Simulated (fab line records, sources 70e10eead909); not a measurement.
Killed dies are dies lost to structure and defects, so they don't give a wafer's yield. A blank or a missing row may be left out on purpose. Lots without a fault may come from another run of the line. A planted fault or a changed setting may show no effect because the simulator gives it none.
fab line records | flow nand_harc | part 1 of 2: steps 1 to 35 of 42
record lots=5 wafers=15 last_day=33
route steps=1302 shown P_ZERO_WELL@49 P_STI@69
lots that met no fault: from a run of the same line without faults
start_h: hours from the record's first day to the start of the lot's first wafer shown | wait_h: hours since the lot's step before | " the same as in the row above | L1.1+2: a row that stands for several wafers | - no value, or no start given | * or withheld: withheld | < > ~ a bound
route shown NAME@n: a module of which the file shows steps, and the number in the route of the first | usual: mean/standard deviation of fault-free wafers | same: alike in all rows | chamber/n: place in a boat | sites: the reading at each site | _std_site: their standard deviation | _edge_site: outer sites' mean less inner sites' | radius_mm: how far each site lies from the wafer's centre | mask NAME#n: copy n | behind: the tool/chamber that last shaped the wafer | hold: why the lot was held/for how many hours/how that ended | device: the transistor (n, p or np) that didn't switch | end of line: the same wafers' tests at the end of the route | a step without rows: its recipe alone | killed: dies lost to structure and defects at the first sort, not the wafer's yield | map: a wafer's dies, x killed, . not, _ none there
set.NAME: the setting as run; set.NAME@STEP: as run at that earlier step | model.NAME: the simulator's own value behind a step, which no gauge read
lots at some steps of the route; a table a step, a row a wafer
services: from which hour (start_h, from the record's first day; less than 0 if before it) a tool's chamber was out of use, for how many hours, and why
## steps
# step NHARC_P_ZERO_WELL_IMPLANT_60
# recipe energy_kev=30 dose_cm2=2e+12 tilt_deg=7
# usual faraday_current_uA=25.4/0.51
# columns lot.wafer tool chamber start_h wait_h faraday_current_uA
L082.1 implanter-01 0 104.90 0.2 25.0
L082.2 " 0 " " 24.8
L082.5 " 0 " " 25.3
L085.2 implanter-02 0 135.25 0.2 26.0
L085.3 " 0 " " 25.1
L085.5 " 0 " " 26.4
L088.1 implanter-02 0 164.77 0.2 25.5
L088.4 " 0 " " 25.9
L088.6 " 0 " " 24.9
L090.1 implanter-01 0 184.94 0.1 24.8
L090.3 " 0 " " 25.3
L090.4 " 0 " " 24.8
L094.2 implanter-02 0 225.34 0.2 25.7
L094.4 " 0 " " 25.3
L094.6 " 0 " " 25.2
# step NHARC_P_ZERO_WELL_STRIP_41
# recipe time_s=840 temp_c=130 chemistry=SPM
# same time_s=840
# columns lot.wafer tool chamber start_h wait_h
L082.1+2+5 wet_bench-04 4,7,0 105.11 0.2
L085.2+3+5 wet_bench-04 2,3,7 135.43 0.2
L088.6+4+1 wet_bench-04 7,0,1 165.01 0.1
L090.3+1+4 wet_bench-02 7,1,2 185.16 0.1
L094.2+6+4 wet_bench-04 5,6,2 225.52 0.2
# step NHARC_P_ZERO_WELL_DEHYDRATE_44
# recipe temp_c=150 time_s=120
# same time_s=120
# columns lot.wafer tool chamber start_h wait_h
L082.1+2+5 litho_track-02 0 105.46 -
L085.2+3+5 litho_track-03 0 135.76 -
L088.1+4+6 litho_track-03 0 165.31 -
L090.1+3+4 litho_track-03 0 185.48 -
L094.2+4+6 litho_track-03 0 225.85 -
# step NHARC_P_ZERO_WELL_HMDS_45
# recipe time_s=30
# same time_s=30
# columns lot.wafer tool chamber start_h wait_h
L082.1+2+5 litho_track-02 0 - -
L085.2+3+5 litho_track-03 0 - -
L088.1+4+6 litho_track-03 0 - -
L090.1+3+4 litho_track-03 0 - -
L094.2+4+6 litho_track-03 0 - -
# step NHARC_P_ZERO_WELL_COAT_46
# recipe spin_rpm=withheld
# columns lot.wafer tool chamber start_h wait_h
L082.1+2+5 litho_track-02 0 - -
L085.2+3+5 litho_track-03 0 - -
L088.1+4+6 litho_track-03 0 - -
L090.1+3+4 litho_track-03 0 - -
L094.2+4+6 litho_track-03 0 - -
# step NHARC_P_ZERO_WELL_SOFTBAKE_47
# recipe temp_c=122 time_s=95
# same time_s=95
# columns lot.wafer tool chamber start_h wait_h
L082.1+2+5 litho_track-02 0 - -
L085.2+3+5 litho_track-03 0 - -
L088.1+4+6 litho_track-03 0 - -
L090.1+3+4 litho_track-03 0 - -
L094.2+4+6 litho_track-03 0 - -
# step NHARC_P_ZERO_WELL_EBR_48
# columns lot.wafer tool chamber start_h wait_h
L082.1+2+5 litho_track-02 0 - -
L085.2+3+5 litho_track-03 0 - -
L088.1+4+6 litho_track-03 0 - -
L090.1+3+4 litho_track-03 0 - -
L094.2+4+6 litho_track-03 0 - -
# step NHARC_P_ZERO_WELL_EXPOSE_49
# recipe na=0.6 target_cd_nm=2000 dose_mj=22.64 mask_id=P_HVPW
# columns lot.wafer tool chamber start_h wait_h mask
L082.1+2+5 krf_scanner-01 0 105.60 - P_HVPW#0
L085.2+3+5 krf_scanner-01 0 135.91 - P_HVPW#0
L088.1+4+6 krf_scanner-01 0 165.46 - P_HVPW#0
L090.1+3+4 krf_scanner-01 0 185.75 - P_HVPW#0
L094.2+4+6 krf_scanner-01 0 226.13 - P_HVPW#0
# step NHARC_P_ZERO_WELL_PEB_50
# recipe peb_temp_c=118 peb_time_s=85
# columns lot.wafer tool chamber start_h wait_h
L082.1+2+5 litho_track-02 0 105.67 0.1
L085.2+3+5 litho_track-07 0 135.97 0.1
L088.1+4+6 litho_track-02 0 165.53 0.1
L090.1+3+4 litho_track-07 0 185.82 0.1
L094.2+4+6 litho_track-07 0 226.20 0.1
# step NHARC_P_ZERO_WELL_DEVELOP_51
# recipe time_s=70
# same time_s=70
# columns lot.wafer tool chamber start_h wait_h
L082.1+2+5 litho_track-02 0 - -
L085.2+3+5 litho_track-07 0 - -
L088.1+4+6 litho_track-02 0 - -
L090.1+3+4 litho_track-07 0 - -
L094.2+4+6 litho_track-07 0 - -
# step NHARC_P_ZERO_WELL_CD_MEAS_52
# recipe target_cd_nm=2000 landing_energy_ev=500
# usual cd_nm=2000.4/1.4
# columns lot.wafer tool chamber start_h wait_h cd_nm
L082.1 cd_sem-01 0 105.76 - 2001.1
L082.2 " 0 " " 2001.0
L082.5 " 0 " " 1999.9
L085.2 cd_sem-03 0 136.06 - 2000.7
L085.3 " 0 " " 1999.6
L085.5 " 0 " " 1998.9
L088.1 cd_sem-02 0 165.62 - 1999.7
L088.4 " 0 " " 1999.4
L088.6 " 0 " " 1998.6
L090.1 cd_sem-03 0 185.91 - 1999.0
L090.3 " 0 " " 2001.7
L090.4 " 0 " " 2000.7
L094.2 cd_sem-01 0 226.29 - 2003.8
L094.4 " 0 " " 2005.0
L094.6 " 0 " " 2003.3
# step NHARC_P_ZERO_WELL_HARDBAKE_53
# recipe temp_c=125 time_s=80
# same time_s=80
# columns lot.wafer tool chamber start_h wait_h
L082.1+2+5 litho_track-07 0 105.84 -
L085.2+3+5 litho_track-03 0 136.14 -
L088.1+4+6 litho_track-07 0 165.70 -
L090.1+3+4 litho_track-03 0 185.99 -
L094.2+4+6 litho_track-03 0 226.37 -
# step NHARC_P_ZERO_WELL_DESCUM_54
# recipe time_s=3 o2_flow_sccm=200 ar_flow_sccm=0 bias_power_w=0 chemistry=O2
# usual drypump_motor_current_A=6.0/0.38 oes_product_au=0.999/0.0082 rf_vpp_V=57.9/0.99 showerhead_plenum_p_Torr=1.94/0.093 throttle_valve_pct=11.311/0.0092
# same time_s=3
# columns lot.wafer tool chamber start_h wait_h drypump_motor_current_A oes_product_au rf_hours_counter_h rf_vpp_V showerhead_plenum_p_Torr throttle_valve_pct
L082.1 rie_diel-08 3 105.92 - 6.1 0.996 32 59.1 2.07 11.311
L082.2 " 0 " " 6.4 1.003 28 57.4 1.90 11.302
L082.5 " 0 " " 6.4 1.004 - 57.8 1.90 11.293
L085.2 rie_diel-03 3 136.22 - 6.2 1.005 7 58.2 2.07 11.307
L085.3 " 0 " " 5.7 0.996 9 55.9 1.89 11.308
L085.5 " 0 " " 5.7 1.011 - 56.8 1.89 11.301
L088.4 rie_diel-02 0 165.81 - 5.9 1.000 32 58.5 1.89 11.330
L088.1 " 1 " " 5.5 1.001 33 59.5 2.07 11.320
L088.6 " 2 " " 6.6 0.996 - 58.9 2.00 11.293
L090.3 rie_diel-02 0 186.07 - 5.9 1.002 37 57.2 1.89 11.328
L090.1 " 2 " " 6.6 0.992 36 58.3 1.99 11.318
L090.4 " 3 " " 5.8 0.988 35 57.9 1.81 11.320
L094.4 rie_diel-02 0 226.46 - 5.9 0.999 0 57.1 1.89 11.302
L094.2 " 2 " " 6.6 1.007 0 57.4 1.99 11.323
L094.6 " 0 " " 5.9 0.998 - 56.9 1.89 11.312
# step NHARC_P_ZERO_WELL_IMPLANT_55
# recipe energy_kev=180 dose_cm2=8e+11 tilt_deg=7
# usual faraday_current_uA=10.16/0.19
# columns lot.wafer tool chamber start_h wait_h faraday_current_uA
L082.1 implanter-02 0 106.07 0.1 10.00
L082.2 " 0 " " 10.42
L082.5 " 0 " " 10.09
L085.2 implanter-01 0 136.40 0.2 10.06
L085.3 " 0 " " 10.07
L085.5 " 0 " " 10.49
L088.1 implanter-01 0 165.93 0.1 10.37
L088.4 " 0 " " 10.16
L088.6 " 0 " " 9.96
L090.1 implanter-02 0 186.22 0.1 10.01
L090.3 " 0 " " 9.87
L090.4 " 0 " " 9.97
L094.2 implanter-01 0 226.62 0.1 10.17
L094.4 " 0 " " 10.25
L094.6 " 0 " " 10.24
# step NHARC_P_ZERO_WELL_IMPLANT_61
# recipe energy_kev=30 dose_cm2=5e+11 tilt_deg=7
# usual faraday_current_uA=6.35/0.14
# columns lot.wafer tool chamber start_h wait_h faraday_current_uA
L082.1 implanter-02 0 106.25 0.1 6.11
L082.2 " 0 " " 6.43
L082.5 " 0 " " 6.21
L085.2 implanter-01 0 136.58 0.1 6.27
L085.3 " 0 " " 6.41
L085.5 " 0 " " 6.09
L088.1 implanter-01 0 166.11 0.2 6.51
L088.4 " 0 " " 6.42
L088.6 " 0 " " 6.35
L090.1 implanter-02 0 186.40 0.2 6.49
L090.3 " 0 " " 6.36
L090.4 " 0 " " 6.32
L094.2 implanter-01 0 226.80 0.1 6.51
L094.4 " 0 " " 6.57
L094.6 " 0 " " 6.38
# step NHARC_P_ZERO_WELL_STRIP_56
# recipe time_s=840 temp_c=130 chemistry=SPM
# same time_s=840
# columns lot.wafer tool chamber start_h wait_h
L082.2+1+5 wet_bench-02 2,3,4 106.48 0.2
L085.5+3+2 wet_bench-07 6,0,2 136.77 0.1
L088.1+4+6 wet_bench-02 5,0,1 166.32 0.2
L090.3+1+4 wet_bench-02 5,6,0 186.62 0.1
L094.6+4+2 wet_bench-02 1,4,6 226.98 0.0
# step NHARC_P_ZERO_WELL_PRECLEAN_68
# recipe time_s=60 temp_c=50 bath_age_min=0 chemistry=SC1
# usual nh4oh_flow_mL_min=28.29/0.091
# same time_s=60
# columns lot.wafer tool chamber start_h wait_h nh4oh_flow_mL_min
L082.2 wet_bench-02 2 - - 28.25
L082.1 " 3 " " 28.30
L082.5 " 4 " " 28.35
L085.5 wet_bench-07 6 - - 28.23
L085.3 " 0 " " 28.28
L085.2 " 2 " " 28.28
L088.1 wet_bench-02 5 - - 28.37
L088.4 " 0 " " 28.27
L088.6 " 1 " " 28.34
L090.3 wet_bench-02 5 - - 28.43
L090.1 " 6 " " 28.26
L090.4 " 0 " " 28.30
L094.6 wet_bench-02 1 - - 28.27
L094.4 " 4 " " 28.31
L094.2 " 6 " " 28.21
# step NHARC_P_ZERO_WELL_SRD_69
# columns lot.wafer tool chamber start_h wait_h
L082.2+1+5 wet_bench-02 2,3,4 - -
L085.5+3+2 wet_bench-07 6,0,2 - -
L088.1+4+6 wet_bench-02 5,0,1 - -
L090.3+1+4 wet_bench-02 5,6,0 - -
L094.6+4+2 wet_bench-02 1,4,6 - -
# step NHARC_P_ZERO_WELL_RTA_42
# recipe temp_c=1100 time_s=300
# usual lamp_power_pct=36.29/0.14 lamp_zone_1_pct=36.30/0.14 lamp_zone_6_pct=36.25/0.13 wafer_temp_C_max=1104.6/0.93
# same time_s=300
# columns lot.wafer tool chamber start_h wait_h lamp_power_pct lamp_zone_1_pct lamp_zone_6_pct wafer_temp_C_max
L082.1 rtp_anneal-02 0 106.90 - 36.41 36.40 36.39 1104.1
L082.2 " 0 " " 36.39 36.40 36.40 1104.9
L082.5 " 0 " " 36.38 36.43 36.33 1103.7
L085.2 rtp_anneal-01 0 137.30 - 36.13 36.12 36.10 1104.7
L085.3 " 0 " " 36.14 36.16 36.12 1103.7
L085.5 " 0 " " 36.08 36.11 36.09 1106.2
L088.1 rtp_anneal-02 0 166.76 - 36.35 36.40 36.33 1103.5
L088.4 " 0 " " 36.37 36.36 36.35 1103.6
L088.6 " 0 " " 36.36 36.39 36.39 1103.7
L090.1 rtp_anneal-02 0 187.05 - 36.38 36.39 36.35 1106.0
L090.3 " 0 " " 36.40 36.44 36.38 1106.2
L090.4 " 0 " " 36.40 36.41 36.30 1104.0
L094.2 rtp_anneal-01 0 227.53 - 36.21 36.21 36.13 1104.7
L094.4 " 0 " " 36.14 36.18 36.14 1105.1
L094.6 " 0 " " 36.19 36.09 36.12 1105.7
# step NHARC_P_ZERO_WELL_INSPECT_43
# usual raw_defect_count=13/6
# columns lot.wafer tool chamber start_h wait_h raw_defect_count
L082.1 defect_inspect-02 - 107.57 0.6 12
L082.2 " - " " 3
L082.5 " - " " 17
L085.2 defect_inspect-01 - 137.87 0.5 12
L085.3 " - " " 19
L085.5 " - " " 20
L088.1 defect_inspect-01 - 167.45 0.6 1
L088.4 " - " " 7
L088.6 " - " " 7
L090.1 defect_inspect-02 - 187.72 0.6 10
L090.3 " - " " 15
L090.4 " - " " 17
L094.2 defect_inspect-01 - 228.11 0.5 28
L094.4 " - " " 11
L094.6 " - " " 18
# step NHARC_P_STI_ETCH_26
# recipe target_depth_a=110 chemistry=dHF material=SiO2
# columns lot.wafer tool chamber start_h wait_h
L082.2+5+1 wet_bench-09 4,5,0 107.62 0.0
L085.5+2+3 wet_bench-01 7,1,2 137.93 0.1
L088.6+1+4 wet_bench-05 3,4,5 167.51 0.0
L090.3+1+4 wet_bench-05 2,3,7 187.78 0.0
L094.6+4+2 wet_bench-01 1,3,4 228.16 0.0
# step NHARC_P_STI_PRECLEAN_27
# recipe time_s=* temp_c=50 bath_age_min=0 chemistry=SC1
# usual nh4oh_flow_mL_min=28.30/0.1
# same time_s=*
# columns lot.wafer tool chamber start_h wait_h nh4oh_flow_mL_min
L082.2 wet_bench-09 4 107.69 0.1 28.45
L082.5 " 5 " " 28.41
L082.1 " 0 " " 28.17
L085.5 wet_bench-01 7 137.99 0.0 28.52
L085.2 " 1 " " 28.22
L085.3 " 2 " " 28.21
L088.6 wet_bench-05 3 167.57 0.1 28.18
L088.1 " 4 " " 28.36
L088.4 " 5 " " 28.33
L090.3 wet_bench-05 2 187.84 0.1 28.37
L090.1 " 3 " " 28.24
L090.4 " 7 " " 28.32
L094.6 wet_bench-01 1 228.23 0.1 28.23
L094.4 " 3 " " 28.19
L094.2 " 4 " " 28.26
# step NHARC_P_STI_SRD_28
# columns lot.wafer tool chamber start_h wait_h
L082.2+5+1 wet_bench-09 4,5,0 - -
L085.5+2+3 wet_bench-01 7,1,2 - -
L088.6+1+4 wet_bench-05 3,4,5 - -
L090.3+1+4 wet_bench-05 2,3,7 - -
L094.6+4+2 wet_bench-01 1,3,4 - -
# step NHARC_P_STI_OXIDE_29
# recipe target_thk_a=100 temp_c=900 ox_time_s=1362 material=SiO2
# usual spike_tc_top_C=912.2/2.1 spike_tc_upper_C=901.6/1.4 zone_power_upper_pct=19.1/1.1
# columns lot.wafer tool chamber start_h wait_h spike_tc_top_C spike_tc_upper_C zone_power_upper_pct
L082.1 furnace-05 0 111.03 - 914.2 899.5 20.4
L082.2 " 0 " " 913.0 900.9 20.6
L082.5 " 0 " " 912.4 899.1 20.4
L085.2 furnace-08 0 146.73 - 910.7 902.9 18.0
L085.3 " 0 " " 910.0 903.0 18.1
L085.5 " 0 " " 909.3 901.5 17.7
L088.1 furnace-05 0 172.56 - 911.7 898.4 20.2
L088.4 " 0 " " 912.0 901.4 20.3
L088.6 " 0 " " 913.6 899.6 20.6
L090.1 furnace-08 0 192.91 - 908.7 901.7 17.7
L090.3 " 0 " " 909.9 901.4 18.0
L090.4 " 0 " " 907.6 901.5 17.5
L094.2 furnace-05 0 235.02 - 912.0 900.2 20.6
L094.4 " 0 " " 913.6 898.9 20.3
L094.6 " 0 " " 915.1 900.3 20.5
# step NHARC_P_STI_HM_DEP_30
# recipe target_thk_a=800 temp_c=790 pressure_mtorr=300 time_s=873 material=Si3N4
# usual spike_tc_top_C=801.9/2.7 spike_tc_upper_C=790.3/1.2 susceptor_temp_C=789.9/0.34 zone_power_upper_pct=13.0/0.83
# same time_s=873
# columns lot.wafer tool chamber start_h wait_h spike_tc_top_C spike_tc_upper_C susceptor_temp_C zone_power_upper_pct
L082.1 lpcvd-02 1 118.14 3.5 799.9 792.4 789.7 13.3
L082.2 " 1 " " 798.8 791.0 789.9 13.4
L082.5 " 1 " " 795.2 790.4 790.0 13.4
L085.2 lpcvd-02 1 153.91 3.5 798.5 792.0 789.6 13.3
L085.3 " 1 " " 797.5 790.0 789.2 13.1
L085.5 " 1 " " 797.9 787.9 789.8 13.4
L088.1 lpcvd-01 0 179.72 3.5 803.5 792.0 789.7 12.3
L088.4 " 0 " " 803.9 791.4 789.7 12.3
L088.6 " 0 " " 803.3 792.5 790.2 12.3
L090.1 lpcvd-02 1 200.04 3.5 798.1 789.8 790.2 13.5
L090.3 " 1 " " 799.0 790.5 790.2 13.4
L090.4 " 1 " " 797.5 789.1 790.6 13.5
L094.2 lpcvd-01 1 242.11 3.5 802.4 792.1 790.1 14.4
L094.4 " 1 " " 803.0 790.2 789.9 14.1
L094.6 " 1 " " 803.5 790.6 790.3 14.2
# step NHARC_P_STI_DEHYDRATE_01
# recipe temp_c=150 time_s=120
# same time_s=120
# columns lot.wafer tool chamber start_h wait_h
L082.1+2+5 litho_track-05 0 121.75 0.4
L085.2+3+5 litho_track-02 0 157.49 0.4
L088.1+4+6 litho_track-07 0 183.40 0.4
L090.1+3+4 litho_track-07 0 203.65 0.4
L094.2+4+6 litho_track-07 0 245.84 0.4
# step NHARC_P_STI_HMDS_02
# recipe time_s=30
# same time_s=30
# columns lot.wafer tool chamber start_h wait_h
L082.1+2+5 litho_track-05 0 - -
L085.2+3+5 litho_track-02 0 - -
L088.1+4+6 litho_track-07 0 - -
L090.1+3+4 litho_track-07 0 - -
L094.2+4+6 litho_track-07 0 - -
# step NHARC_P_STI_COAT_41
# recipe temp_c=200 time_s=65
# same time_s=65
# columns lot.wafer tool chamber start_h wait_h
L082.1+2+5 litho_track-05 0 - -
L085.2+3+5 litho_track-02 0 - -
L088.1+4+6 litho_track-07 0 - -
L090.1+3+4 litho_track-07 0 - -
L094.2+4+6 litho_track-07 0 - -
# step NHARC_P_STI_COAT_03
# recipe spin_rpm=2000 resist_thk_nm=600
# columns lot.wafer tool chamber start_h wait_h
L082.1+2+5 litho_track-05 0 - -
L085.2+3+5 litho_track-02 0 - -
L088.1+4+6 litho_track-07 0 - -
L090.1+3+4 litho_track-07 0 - -
L094.2+4+6 litho_track-07 0 - -
# step NHARC_P_STI_SOFTBAKE_04
# recipe temp_c=125 time_s=70
# same time_s=70
# columns lot.wafer tool chamber start_h wait_h
L082.1+2+5 litho_track-05 0 - -
L085.2+3+5 litho_track-02 0 - -
L088.1+4+6 litho_track-07 0 - -
L090.1+3+4 litho_track-07 0 - -
L094.2+4+6 litho_track-07 0 - -
# step NHARC_P_STI_EBR_05
# columns lot.wafer tool chamber start_h wait_h
L082.1+2+5 litho_track-05 0 - -
L085.2+3+5 litho_track-02 0 - -
L088.1+4+6 litho_track-07 0 - -
L090.1+3+4 litho_track-07 0 - -
L094.2+4+6 litho_track-07 0 - -
# step NHARC_P_STI_EXPOSE_06
# recipe na=0.55 target_cd_nm=200 dose_mj=37.69 mask_id=P_STI
# columns lot.wafer tool chamber start_h wait_h mask
L082.1+2+5 krf_scanner-02 0 122.04 - P_STI#0
L085.2+3+5 krf_scanner-03 0 157.66 - P_STI#0
L088.1+4+6 krf_scanner-02 0 183.69 - P_STI#0
L090.1+3+4 krf_scanner-02 0 203.94 - P_STI#0
L094.2+4+6 krf_scanner-04 0 246.13 - P_STI#0
# step NHARC_P_STI_PEB_07
# recipe peb_temp_c=128 peb_time_s=80
# columns lot.wafer tool chamber start_h wait_h
L082.1+2+5 litho_track-07 0 122.11 0.1
L085.2+3+5 litho_track-05 0 157.72 0.1
L088.1+4+6 litho_track-07 0 183.75 0.1
L090.1+3+4 litho_track-02 0 204.01 0.1
L094.2+4+6 litho_track-02 0 246.19 0.1
# step NHARC_P_STI_DEVELOP_08
# recipe time_s=50 dev_temp_c=22
# same time_s=50
# columns lot.wafer tool chamber start_h wait_h
L082.1+2+5 litho_track-07 0 - -
L085.2+3+5 litho_track-05 0 - -
L088.1+4+6 litho_track-07 0 - -
L090.1+3+4 litho_track-02 0 - -
L094.2+4+6 litho_track-02 0 - -
# step NHARC_P_STI_CD_MEAS_09
# recipe target_cd_nm=200 landing_energy_ev=500
# usual cd_nm=199.9/1.7
# columns lot.wafer tool chamber start_h wait_h cd_nm
L082.1 cd_sem-02 0 122.20 - 201.2
L082.2 " 0 " " 199.7
L082.5 " 0 " " 198.3
L085.2 cd_sem-03 0 157.81 - 199.6
L085.3 " 0 " " 199.8
L085.5 " 0 " " 200.4
L088.1 cd_sem-01 0 183.84 - 200.0
L088.4 " 0 " " 199.8
L088.6 " 0 " " 199.3
L090.1 cd_sem-03 0 204.09 - 202.0
L090.3 " 0 " " 201.5
L090.4 " 0 " " 201.6
L094.2 cd_sem-02 0 246.28 - 200.8
L094.4 " 0 " " 203.0
L094.6 " 0 " " 198.1
